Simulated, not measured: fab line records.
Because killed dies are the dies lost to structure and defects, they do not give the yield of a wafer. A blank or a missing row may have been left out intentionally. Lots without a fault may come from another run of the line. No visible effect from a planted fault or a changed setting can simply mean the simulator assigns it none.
Matching of chambers ; flow n5 finfet ; N5_BEOL_M2_ILD_DEP_00 on pecvd-04 has 3 sister chambers
The step deposits SiOC from DEMS/O2, target thk 79 nm, time 15.3 s. 30 wafers are shown with their chamber, then 12 later ones without.

== EACH WAFER AND ITS CHAMBER ==
wafer;chamber;showerhead plenum p Torr (Torr);heater power w (W);throttle valve pct (%)
L079.2;0;5.699;506;12.4
L079.3;1;5.695;510;12.3
L079.6;1;5.705;502;11.9
L080.2;1;5.701;509;12.2
L080.3;0;5.694;463;12.6
L080.6;0;5.704;469;12.5
L082.1;2;5.729;522;13.0
L082.3;1;5.710;437;12.0
L082.4;0;5.679;465;12.4
L083.1;0;5.691;466;12.6
L083.2;2;5.719;515;12.9
L083.3;1;5.699;463;12.1
L083.4;2;5.720;519;12.7
L083.5;0;5.696;466;12.3
L083.6;1;5.710;481;12.0
L085.1;0;5.685;452;12.9
L085.3;1;5.698;536;12.1
L085.4;0;5.696;444;13.0
L088.1;1;5.689;507;12.4
L088.5;2;5.730;462;11.2
L088.6;1;5.700;508;12.1
L091.1;2;5.724;514;11.2
L091.2;1;5.688;498;12.1
L091.3;0;5.686;444;12.7
L091.4;2;5.728;517;11.3
L091.5;0;5.679;449;12.9
L091.6;1;5.684;493;12.1
L090.2;1;5.696;540;12.3
L090.4;2;5.723;503;11.4
L090.5;1;5.689;543;12.3

SIGNATURES, as means of the wafers listed above
reading;chamber 0;chamber 1;chamber 2;scatter within a chamber
showerhead plenum p Torr;5.69090;5.69723;5.72471;0.00763
heater power w;462.40;502.08;507.43;24.6
throttle valve pct;12.630;12.146;11.957;0.438
Rule: for a wafer and a chamber, the distance is found by dividing, reading by reading, the gap between the wafer's reading and the chamber's mean by the reading's scatter, squaring, summing and taking the root. The wafer belongs to the nearest chamber; if the next one is less than 2 further off, it can't be placed. The scatter is the square root of a quotient: the sum, over the shown wafers, of each reading's squared deviation from its chamber's mean, divided by wafers minus chambers.

== WAFERS WHOSE CHAMBER IS MISSING ==
wafer;showerhead plenum p Torr (Torr);heater power w (W);throttle valve pct (%)
L092.1;5.710;526;12.2
L092.4;5.688;535;12.1
L092.6;5.733;514;11.3
L093.1;5.706;459;11.5
L093.3;5.685;519;13.0
L093.4;5.672;537;12.8
L095.4;5.712;475;11.3
L095.5;5.690;528;12.9
L095.6;5.722;466;11.5
L097.1;5.736;538;11.5
L097.4;5.681;522;11.9
L097.5;5.710;548;11.4

== WHICH CHAMBER EACH ONE RAN IN ==
wafer;from the rows above;in truth
L092.1;can't be placed: 1 or 2 or 0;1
L092.4;can't be placed: 1 or 0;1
L092.6;2;2
L093.1;can't be placed: 1 or 0 or 2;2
L093.3;can't be placed: 0 or 1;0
L093.4;can't be placed: 1 or 0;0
L095.4;can't be placed: 2 or 1 or 0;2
L095.5;can't be placed: 1 or 0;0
L095.6;can't be placed: 2 or 1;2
L097.1;2;2
L097.4;can't be placed: 1 or 0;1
L097.5;can't be placed: 2 or 1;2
Correct placement for 2 of the 12. Not placeable from these rows: 10 (in 10, the candidates include the true chamber). 0 placed wrongly.
